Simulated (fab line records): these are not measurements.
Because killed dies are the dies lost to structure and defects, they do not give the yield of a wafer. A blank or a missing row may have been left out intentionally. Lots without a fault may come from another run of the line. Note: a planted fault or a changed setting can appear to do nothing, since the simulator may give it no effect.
A struck lot beside a sound one || flow n5_finfet || 35 steps out of a route of 1938
Sound: the wafers L675.2, L675.3, L675.6. The struck wafers were L688.1, L688.4, L688.6. Last of all comes the cause.
Order at every step that has rows: each side's tool, ch and its chambers, its first start. Under that, the readings that differ: sound wafers || struck wafers || difference of the means || sigmas: that difference in standard deviations of wafers without a fault.
alike: words and numbers the same on both sides, and readings whose means are apart by under 2 such deviations; not compared: readings that were withheld, readings missing a value for some wafer, numbers with overlapping values and no deviation given by the record, and bounds like >300 which may hide the same value.
The two part at a step that has a row with sigmas, a row that says differs or no value, or rows on one side only. Numbers that have no deviation but don't overlap get no sigmas and don't part them. A reading that every wafer of one side lacks parts them only if that side has two wafers or more.

N5_BEOL_M0_ANNEAL_119: time 90 s.
  sound on rtp_anneal-02 ch 0, day 7 15:20; struck on rtp_anneal-02 ch 0, day 10 22:23
  alike: wafer_temp_C_max
then, 5 steps without rows for these wafers: N5_BEOL_M0_CMP_120 (polishes, stops on SiOC, t overpolish 6.9 s); N5_BEOL_M0_PRE_CLEAN_131 (time 15 s); N5_BEOL_M0_CO_CAP_123 (material Co, precursor CCTBA/H2, target thk 2 nm, time 102.1 s); N5_BEOL_M0_PRE_CLEAN_124 (time 15 s); N5_BEOL_M0_DEP_125 (deposits SiCN from 3MS/NH3, target thk 8 nm, time 14 s).
N5_BEOL_M0_INSPECT_127: inspects for defects (darkfield).
  sound on defect_inspect-02, day 7 16:11; struck on defect_inspect-02, day 10 23:16
  alike: raw_defect_count
N5_BEOL_M1_ILD_DEP_00: deposits SiOC from DEMS/O2, target thk 79 nm, time 15.3 s.
  sound on pecvd-01 ch 0,1, day 7 16:13; struck on pecvd-02 ch 0,1,2, day 10 23:18
  alike: chamber_pressure_Torr, heater_power_outer_w, heater_power_w, showerhead_plenum_p_Torr, throttle_valve_pct
N5_BEOL_M1_THK_MEAS_01:
  sound on film_metro-02, day 7 16:17; struck on film_metro-02, day 10 23:22
  alike: M1_ILD_THK
N5_BEOL_M1_PECVD_72: deposits SiO2 from TEOS/O2, target thk 16 nm, time 18 s.
  sound on pecvd-03 ch 0,1, day 7 16:19; struck on pecvd-03 ch 0, day 10 23:24
  alike: heater_power_w, showerhead_plenum_p_Torr, throttle_valve_pct
N5_BEOL_M1_HM_DEP_02: deposits TiN, target thk 20 nm.
  sound on pvd_sputter-03, day 7 18:17; struck on pvd_sputter-03, day 11 01:16
  no value came back on the struck wafers for chamber_pressure_pa (Pa), substrate_temp_c (C), throttle_valve_pct (%); on the sound wafers chamber_pressure_pa (Pa) reads 0.4997 0.4995 0.5003
then, 9 steps without rows for these wafers: N5_BEOL_M1_COAT_61 (time 60 s, resist thk 60 nm); N5_BEOL_M1_COAT_62 (time 60 s, resist thk 12 nm); N5_BEOL_M1_COAT_73 (time 60 s, resist thk 5 nm); N5_BEOL_M1_COAT_05 (resist thk 30 nm); N5_BEOL_M1_EBR_07; N5_BEOL_M1_SOFTBAKE_06 (time 60 s); N5_BEOL_M1_EXPOSE_08 (exposes mask M1); N5_BEOL_M1_PEB_09 (peb time 60 s); N5_BEOL_M1_DEVELOP_10 (develop time 30 s).
N5_BEOL_M1_CD_MEAS_11: the cd target is 17.05 nm.
  sound on cd_sem-02 ch 0, day 7 18:48; struck on cd_sem-02 ch 0, day 11 01:39
{"reading": "cd_nm (nm)", "sound": "16.60 16.98 16.43", "struck": "17.36 17.15 17.20", "difference": "+0.57", "sigmas": "+2"}
N5_BEOL_M1_OVL_MEAS_12:
  sound on overlay-02 ch 0, day 7 18:50; struck on overlay-01 ch 0, day 11 01:41
  alike: M1_OVL
N5_BEOL_M1_INSPECT_13: inspects for defects (brightfield).
  sound on defect_inspect-02, day 7 18:53; struck on defect_inspect-02, day 11 01:44
  alike: raw_defect_count
then, 3 steps without rows for these wafers: N5_BEOL_M1_DESCUM_16 (chemistry O2, time 7 s); N5_BEOL_M1_ETCH_74 (etches underlayer in N2/H2, target depth 6.5 nm, time 5.2 s); N5_BEOL_M1_ETCH_63 (etches SiARC in CF4, target depth 15.6 nm, time 26 s).
N5_BEOL_M1_ETCH_64: etches SOC in N2/H2, target depth 75 nm, overetch 15 nm, time 112.5 s.
  sound on rie_diel-01 ch 2,3, day 7 19:00; struck on rie_diel-02 ch 0,1, day 11 01:51
  alike: drypump_motor_current_A, oes_product_au, rf_vpp_V, showerhead_plenum_p_Torr, throttle_valve_pct
  not compared: rf_hours_counter_h
then, 3 steps without rows for these wafers: N5_BEOL_M1_STRIP_65 (strips in N2/H2); N5_BEOL_M1_STRIP_75 (strips in N2/H2); N5_BEOL_M1_STRIP_66 (strips in CF4).
N5_BEOL_M1_HM_OPEN_17: chemistry Cl2/BCl3, target TiN, target depth 20 nm, overetch 6 nm.
  sound on rie_metal-02 ch 0,1, day 7 19:10; struck on rie_metal-02 ch 0,1, day 11 02:01
{"reading": "oes_product_au (a.u.)", "sound": "0.68 0.69 0.77", "struck": "0.32 0.32 0.30", "difference": -0.40, "sigmas": -11}
{"reading": "model.etch.depth_nm (nm)", "sound": "19.51 19.87 19.45", "struck": "0 0 0", "difference": -20, "sigmas": ""}
  alike: drypump_motor_current_A, throttle_valve_pct
  not compared: rf_hours_counter_h
N5_BEOL_M1_STRIP_19: strips in O2.
  sound on rie_diel-04 ch 0,2,3, day 7 19:34; struck on rie_diel-04 ch 0,1, day 11 02:13
  alike: drypump_motor_current_A, oes_product_au, rf_vpp_V, showerhead_plenum_p_Torr, throttle_valve_pct
  not compared: rf_hours_counter_h
N5_BEOL_M1_CD_MEAS_18: pitch 36 nm, target cd 18 nm.
  sound on cd_sem-03, day 7 19:39; struck on cd_sem-02, day 11 02:17
{"reading": "cd_nm (nm)", "sound": "18.5 17.9 17.6", "struck": "- - -", "difference": "no value on the struck wafers", "sigmas": ""}
then, 1 step without rows for these wafers: N5_BEOL_M1_COAT_67 (time 60 s, resist thk 60 nm).
N5_BEOL_M4_RC_MEAS_101:
  the record has rows for the sound wafers here (prober-02 ch 0, day 9 13:32) and none for the struck ones

WHERE THEY PART
Earliest at N5_BEOL_M1_HM_DEP_02; latest, in this record, at N5_BEOL_M4_RC_MEAS_101.

WHY: the cause the simulator had injected
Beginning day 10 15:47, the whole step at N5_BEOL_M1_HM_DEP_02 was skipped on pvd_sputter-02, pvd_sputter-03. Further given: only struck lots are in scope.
